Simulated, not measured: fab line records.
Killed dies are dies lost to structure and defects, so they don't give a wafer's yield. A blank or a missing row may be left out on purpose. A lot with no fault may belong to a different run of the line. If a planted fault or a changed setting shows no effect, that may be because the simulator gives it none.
Which of the tools did it? | flow nand_harc | 13 lots with 39 wafers sampled at 6 steps, on a route of 1159 steps

## WHAT THE GAUGES SHOWED, per wafer
NHARC_A_ZERO_WELL_INSPECT_17.
lot  | measured     | on                | raw_defect_count
L855 | day 6 04:37  | defect_inspect-01 | 7 10 20
L856 | day 6 14:01  | defect_inspect-02 | 8 2 6
L857 | day 7 10:40  | defect_inspect-02 | 15 16 7
L859 | day 7 19:36  | defect_inspect-01 | 6 7 7
L862 | day 8 09:38  | defect_inspect-02 | 13 18 14
L861 | day 8 10:04  | defect_inspect-02 | 8 10 5
L863 | day 8 20:28  | defect_inspect-02 | 14 8 15
L865 | day 9 07:59  | defect_inspect-02 | 12 25 11
L866 | day 10 14:46 | defect_inspect-01 | 23 28 9
L875 | day 11 07:24 | defect_inspect-01 | 12 5 7
L874 | day 11 08:26 | defect_inspect-01 | 9 15 12
L876 | day 12 00:43 | defect_inspect-02 | 12 34 28
L878 | day 12 10:33 | defect_inspect-02 | 12 3 13

NHARC_A_ONON_D1_THK_MEAS_27: measures by ellipsometry.
lot  | measured     | on            | thk_nm (nm)
L855 | day 8 01:03  | film_metro-02 | 999 998 995
L856 | day 8 01:03  | film_metro-01 | 989 986 988
L857 | day 8 18:57  | film_metro-02 | 1012 1011 1011
L859 | day 9 04:01  | film_metro-02 | 1023 1022 1023
L862 | day 9 19:42  | film_metro-02 | 1003 1001 1001
L861 | day 9 19:44  | film_metro-01 | 1009 1007 1009
L863 | day 10 06:49 | film_metro-02 | 1004 1004 1004
L865 | day 10 16:25 | film_metro-02 | 647 647 648 646 649 648
L866 | day 11 22:41 | film_metro-01 | 668 670 669 670 668 670
L875 | day 12 18:29 | film_metro-02 | 996 998 998
L874 | day 12 18:31 | film_metro-01 | 986 988 988
L876 | day 13 09:39 | film_metro-01 | 1006 1007 1006
L878 | day 13 19:32 | film_metro-02 | 999 1000 1001

NHARC_END_SORT_01.
lot  | measured     | on        | killed_at_array | killed_at_other | killed_at_periphery | killed_dies | killed_open | killed_short
L855 | day 19 13:30 | prober-02 | 22 11 23        | 0 0 1           | 5 5 4               | 27 16 28    | 4 3 6       | 2 1 2
L856 | day 19 03:10 | prober-02 | 32 37 29        | 3 0 0           | 3 2 0               | 38 39 29    | 4 2 0       | 3 4 0
L857 | day 19 21:18 | prober-02 | 27 27 28        | 1 0 0           | 2 2 5               | 30 29 33    | 3 5 2       | 3 1 4
L859 | day 20 17:35 | prober-02 | 8 15 11         | 1 1 2           | 3 0 3               | 12 16 16    | 5 3 5       | 0 1 1
L862 | day 21 01:55 | prober-01 | 37 43 37        | 0 0 0           | 0 3 2               | 37 46 39    | 3 4 3       | 2 3 0
L861 | day 21 18:52 | prober-01 | 25 25 31        | 1 1 0           | 5 0 2               | 31 26 33    | 4 1 1       | 3 1 0
L863 | day 22 01:58 | prober-02 | 33 29 26        | 1 0 1           | 4 2 3               | 38 31 30    | 4 5 2       | 2 2 1
L865 | day 22 01:53 | prober-01 | 676 675 677     | 0 0 0           | 1 2 0               | 677 677 677 | 2 4 1       | 3 2 1
L866 | day 23 22:22 | prober-01 | 671 669 671     | 2 1 1           | 4 7 5               | 677 677 677 | 2 9 2       | 0 2 1
L875 | day 24 21:18 | prober-02 | 29 29 39        | 0 1 0           | 1 4 1               | 30 34 40    | 1 3 3       | 0 3 4
L874 | day 24 22:21 | prober-01 | 20 8 15         | 0 1 1           | 5 1 0               | 25 10 16    | 4 2 2       | 2 0 2
L876 | day 25 07:47 | prober-01 | 45 46 45        | 0 4 0           | 5 2 5               | 50 52 50    | 3 1 5       | 1 2 1
L878 | day 25 16:45 | prober-01 | 35 30 38        | 0 0 0           | 1 6 1               | 36 36 39    | 3 4 2       | 1 3 2

## TOOL THAT RAN EACH LOT (tool first, then ch and the chambers of the sampled wafers, then the start)
lot  | NHARC_A_ZERO_WELL_RTA_16         | NHARC_A_ONON_D1_DEP_25           | NHARC_A_ONON_D1_DEP_33
L855 | rtp_anneal-01 ch 0, day 6 04:25  | pecvd_onon-03 ch 0, day 8 00:33  | pecvd-02 ch 0,2, day 8 01:43
L856 | rtp_anneal-01 ch 0, day 6 13:49  | pecvd_onon-02 ch 0, day 8 00:32  | pecvd-03 ch 0,1,2, day 8 01:40
L857 | rtp_anneal-01 ch 0, day 7 10:28  | pecvd_onon-02 ch 0, day 8 18:26  | pecvd-02 ch 0,2, day 8 19:34
L859 | rtp_anneal-01 ch 0, day 7 19:28  | pecvd_onon-03 ch 0, day 9 03:38  | pecvd-02 ch 0,1,2, day 9 04:41
L862 | rtp_anneal-02 ch 0, day 8 09:30  | pecvd_onon-01 ch 0, day 9 19:18  | pecvd-03 ch 1,2, day 9 20:22
L861 | rtp_anneal-01 ch 0, day 8 09:53  | pecvd_onon-03 ch 0, day 9 19:16  | pecvd-04 ch 0,1,2, day 9 20:21
L863 | rtp_anneal-01 ch 0, day 8 20:16  | pecvd_onon-03 ch 0, day 10 06:18 | pecvd-03 ch 0,1,2, day 10 07:29
L865 | rtp_anneal-01 ch 0, day 9 07:47  | pecvd_onon-03 ch 0, day 10 15:55 | pecvd-02 ch 1,2, day 10 18:28
L866 | rtp_anneal-01 ch 0, day 10 14:36 | pecvd_onon-03 ch 0, day 11 22:14 | pecvd-02 ch 0,1, day 12 14:14
L875 | rtp_anneal-02 ch 0, day 11 07:11 | pecvd_onon-01 ch 0, day 12 17:59 | pecvd-04 ch 0,2, day 12 19:10
L874 | rtp_anneal-01 ch 0, day 11 08:15 | pecvd_onon-02 ch 0, day 12 17:59 | pecvd-02 ch 0,1, day 12 19:09
L876 | rtp_anneal-02 ch 0, day 12 00:34 | pecvd_onon-01 ch 0, day 13 09:16 | pecvd-02 ch 1,2, day 13 10:27
L878 | rtp_anneal-02 ch 0, day 12 10:22 | pecvd_onon-01 ch 0, day 13 19:01 | pecvd-03 ch 1,2, day 13 20:22
- NHARC_A_ZERO_WELL_RTA_16: time 10 s.
- NHARC_A_ONON_D1_DEP_25: target thk 1000 nm.
- NHARC_A_ONON_D1_DEP_33: deposits SiO2, target thk 200 nm.

## AS READ BY THE TOOLS THEMSELVES (means over the sampled wafers that have a number; for cases with no such wafer, the mark the record gives instead)
NHARC_A_ZERO_WELL_RTA_16.
lot  | tool          | lamp_power_pct (%) | wafer_temp_C_max
L855 | rtp_anneal-01 | 27.4               | 1004.0
L856 | rtp_anneal-01 | 27.4               | 1004.9
L857 | rtp_anneal-01 | 27.5               | 1005.0
L859 | rtp_anneal-01 | 27.5               | 1004.5
L862 | rtp_anneal-02 | 25.9               | 1003.1
L861 | rtp_anneal-01 | 27.5               | 1004.7
L863 | rtp_anneal-01 | 27.5               | 1005.3
L865 | rtp_anneal-01 | 27.4               | 1004.4
L866 | rtp_anneal-01 | 27.5               | 1004.5
L875 | rtp_anneal-02 | 26.0               | 1003.2
L874 | rtp_anneal-01 | 27.5               | 1005.8
L876 | rtp_anneal-02 | 26.0               | 1003.3
L878 | rtp_anneal-02 | 25.9               | 1002.8

NHARC_A_ONON_D1_DEP_25.
lot  | tool          | n2_flow_sccm (sccm)
L855 | pecvd_onon-03 | 2752
L856 | pecvd_onon-02 | 2740
L857 | pecvd_onon-02 | 2746
L859 | pecvd_onon-03 | 2755
L862 | pecvd_onon-01 | 2750
L861 | pecvd_onon-03 | 2748
L863 | pecvd_onon-03 | 2762
L865 | pecvd_onon-03 | 2754
L866 | pecvd_onon-03 | 2753
L875 | pecvd_onon-01 | 2755
L874 | pecvd_onon-02 | 2749
L876 | pecvd_onon-01 | 2759
L878 | pecvd_onon-01 | 2739

NHARC_A_ONON_D1_DEP_33.
lot  | tool     | heater_power_outer_w (W) | heater_power_w (W) | throttle_valve_pct (%)
L855 | pecvd-02 | 266                      | 548                | 15.8
L856 | pecvd-03 | 325                      | 573                | 16.0
L857 | pecvd-02 | 321                      | 618                | 16.0
L859 | pecvd-02 | 289                      | 546                | 15.8
L862 | pecvd-03 | 333                      | 570                | 16.4
L861 | pecvd-04 | 324                      | 566                | 15.4
L863 | pecvd-03 | 312                      | 554                | 16.3
L865 | pecvd-02 | 286                      | 497                | 15.5
L866 | pecvd-02 | 315                      | 587                | 15.9
L875 | pecvd-04 | 357                      | 610                | 16.1
L874 | pecvd-02 | 335                      | 628                | 15.9
L876 | pecvd-02 | 288                      | 513                | 15.8
L878 | pecvd-03 | 334                      | 596                | 16.0

## THE ANSWER, worked out from the rows above alone
Rule: usual is defined by the lots themselves. Put in order of their means at a reading, lots are off if they are a third of the lots or fewer, leave a main group of 4 or more, and stand apart from it by a gap of 3 or more times the standard deviation of the main group's means; of several such gaps the widest counts. The tables above print the reading to a certain number of digits; a main group whose means all agree to those digits is not used. A lot without any number at a reading at which 4 lots or more have one is off too. Where the step has rows for the other lots, those lots are counted as sound. First the gauges in route order, then the tools' own readings, where a lot's mean is used as printed above. The first step at which some lot is off is used, and at that step the reading that is off furthest; a lot without a number counts as furthest.
Off, at NHARC_A_ONON_D1_THK_MEAS_27 on thk_nm: L865, L866. Mean 1002 nm and standard deviation 9.7 in the main group.
If a tool, at a process step before that reading, ran all the lots that are off and no sound lot after the first of them, it fits. The gauges at NHARC_A_ONON_D1_THK_MEAS_27 aren't tried: what is off there is off at NHARC_END_SORT_01 too, on other tools, and a gauge's error can't cause that. One candidate fits, namely pecvd_onon-03 at NHARC_A_ONON_D1_DEP_25. A fault onset in the window from L863 (day 10 06:18, its last sound lot) to L865 (day 10 15:55, its first lot off) fits.

## WHAT HAD BEEN PUT IN BY THE SIMULATOR
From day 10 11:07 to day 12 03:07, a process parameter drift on pecvd_onon-03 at NHARC_A_ONON_D1_DEP_25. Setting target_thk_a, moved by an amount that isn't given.
Struck lots among those shown: L865, L866. Same finding as the rule above.
